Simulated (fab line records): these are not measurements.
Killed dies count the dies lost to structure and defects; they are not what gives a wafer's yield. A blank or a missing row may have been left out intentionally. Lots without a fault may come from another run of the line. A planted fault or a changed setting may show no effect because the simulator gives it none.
Split-lot study | flow n5-finfet | route with 1938 steps; 7 lots, 39 wafers read

== ON THE SPLIT ==
At N5_FIN_SAQP_HM_DEP_03 (deposits SiNx from SiH4/NH3/N2, target thk 38 nm, time 33.6 s), the setting target-thk-a was moved away from the recipe's 380 angstrom on 15 of the 39 wafers read, by -44.3% to +29.3%. For the rest of the wafers, this setting stayed at what the recipe calls for.

== FROM THE SPLIT TO THE READING: what the file shows between them, 4 steps ==
- N5_FIN_SAQP_THK_MEAS_05
- N5_FIN_SAQP_PECVD_47: deposits a-Si from SiH4/He, target thk 45 nm, time 36.3 s
- N5_FIN_SAQP_PECVD_48: deposits SiNx from SiH4/NH3/N2, target thk 25 nm, time 22.1 s
- N5_FIN_SAQP_MANDREL2_REMOVE_60: chemistry HBr/Cl2/O2, target a-Si, stops on SiNx, bt time 10 s

== THE READING ==
etch.depth-nm (the simulator's own value, which no gauge read), in nm, at N5_FIN_SAQP_HM_OPEN_33 (chemistry CH3F/O2, target SiNx, target depth 49.4 nm, time 70.6 s). The file gives no usual value for it. Across the 24 wafers here that went through the recipe, the average is 37.58 nm and the standard deviation 0.48 nm.

wafer  | tool, chamber at the split | target-thk-a as run, angstrom | against the recipe | etch.depth-nm, nm | against lot-mates on the recipe
L078.1 | pecvd-04, 1                | 380                           | recipe             | 37.66             | -
L078.2 | pecvd-04, 0                | 211.7                         | -44.3%             | 20.58             | -16.97
L078.3 | pecvd-04, 2                | 380                           | recipe             | 36.93             | -
L078.4 | pecvd-04, 2                | 211.7                         | -44.3%             | 21.21             | -16.34
L078.5 | pecvd-04, 1                | 380                           | recipe             | 38.06             | -
L078.6 | pecvd-04, 0                | 211.7                         | -44.3%             | 20.22             | -17.33
L081.1 | pecvd-01, 1                | 491.3                         | +29.3%             | 48.12             | +10.75
L081.2 | pecvd-01, 0                | 380                           | recipe             | 37.7              | -
L081.3 | pecvd-01, 2                | 380                           | recipe             | 37.07             | -
L081.4 | pecvd-01, 1                | 380                           | recipe             | 37.33             | -
L081.5 | pecvd-01, 2                | 491.3                         | +29.3%             | 48.5              | +11.13
L081.6 | pecvd-01, 0                | 491.3                         | +29.3%             | 48.43             | +11.06
L082.1 | pecvd-03, 0                | 380                           | recipe             | 36.57             | -
L082.2 | pecvd-03, 1                | 481.3                         | +26.7%             | 46.5              | +9.44
L082.3 | pecvd-03, 2                | 481.3                         | +26.7%             | 47.1              | +10.04
L082.4 | pecvd-03, 2                | 481.3                         | +26.7%             | 47.65             | +10.59
L082.5 | pecvd-03, 1                | 380                           | recipe             | 37.36             | -
L082.6 | pecvd-03, 0                | 380                           | recipe             | 37.25             | -
L083.1 | pecvd-04, 2                | 380                           | recipe             | 37.7              | -
L083.2 | pecvd-04, 0                | 265.4                         | -30.2%             | 26.55             | -11.27
L083.3 | pecvd-04, 1                | 380                           | recipe             | 37.92             | -
L083.4 | pecvd-04, 0                | 380                           | recipe             | 37.84             | -
L083.5 | pecvd-04, 2                | 265.4                         | -30.2%             | 26.89             | -10.93
L083.6 | pecvd-04, 1                | 265.4                         | -30.2%             | 26.82             | -11.00
L087.1 | pecvd-04, 0                | 380                           | recipe             | 36.82             | -
L087.2 | pecvd-04, 1                | 380                           | recipe             | 37.45             | -
L087.5 | pecvd-04, 0                | 380                           | recipe             | 38.01             | -
L090.1 | pecvd-04, 0                | 380                           | recipe             | 37.7              | -
L090.2 | pecvd-04, 2                | 380                           | recipe             | 37.74             | -
L090.3 | pecvd-04, 1                | 380                           | recipe             | 38.29             | -
L090.4 | pecvd-04, 0                | 380                           | recipe             | 38.16             | -
L090.5 | pecvd-04, 1                | 380                           | recipe             | 38.15             | -
L090.6 | pecvd-04, 2                | 380                           | recipe             | 38.43             | -
L093.1 | pecvd-01, 1                | 380                           | recipe             | 36.94             | -
L093.2 | pecvd-01, 2                | 217.1                         | -42.9%             | 20.15             | -17.08
L093.3 | pecvd-01, 0                | 217.1                         | -42.9%             | 20.86             | -16.37
L093.4 | pecvd-01, 2                | 380                           | recipe             | 37.37             | -
L093.5 | pecvd-01, 1                | 380                           | recipe             | 37.37             | -
L093.6 | pecvd-01, 0                | 217.1                         | -42.9%             | 21.31             | -15.92

FIT RESULTS
A straight line over all 39 wafers: etch.depth-nm changes by +0.376 nm for each +1% of target-thk-a; r = +1.00; the points scatter about the line by 0.54 nm.
The same after taking each lot's own level away (the mean of its wafers on the recipe; 39 wafers): +0.378 nm for each +1%; r = +1.00; scatter 0.37 nm.
The reading moves by 17 nm for the largest change in target-thk-a, on that fit.
Across the lots, their own levels run from 37.060 to 38.078 nm, a range of 2.1 times the standard deviation given above.
The two slopes agree, so the slope changes little with the lot-to-lot level.
Check: for one of the wafers moved furthest among these (-44.3%), held out of the fit, the line's prediction against its lot-mates is -16.7 nm. Against them it came out at -17 nm.

== THE WHOLE CHAIN: every reading that the file lists as answering this split, in the file's order ==
step                    | what it does                                                      | reading                                                                            | change (the file's fit)               | r (the file's)
N5_FIN_SAQP_HM_DEP_03   | deposits SiNx from SiH4/NH3/N2, target thk 38 nm, time 33.6 s     | SiNx_of_FIN_SAQP_HM_DEP_03.thk-nm (the simulator's own value, which no gauge read) | +0.378 nm for each +1% of the setting | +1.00
N5_FIN_SAQP_THK_MEAS_05 |                                                                   | thk-nm                                                                             | withheld for each +1% of the setting  | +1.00
N5_FIN_SAQP_HM_OPEN_33  | chemistry CH3F/O2, target SiNx, target depth 49.4 nm, time 70.6 s | etch-rf-on-time-s                                                                  | withheld for each +1% of the setting  | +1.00
N5_FIN_SAQP_HM_OPEN_33  | chemistry CH3F/O2, target SiNx, target depth 49.4 nm, time 70.6 s | etch.depth-nm (the simulator's own value, which no gauge read)                     | +0.378 nm for each +1% of the setting | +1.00

== FILE'S OWN FIT ==
etch.depth-nm changes by +0.378 nm for each +1% of target-thk-a, r = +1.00.
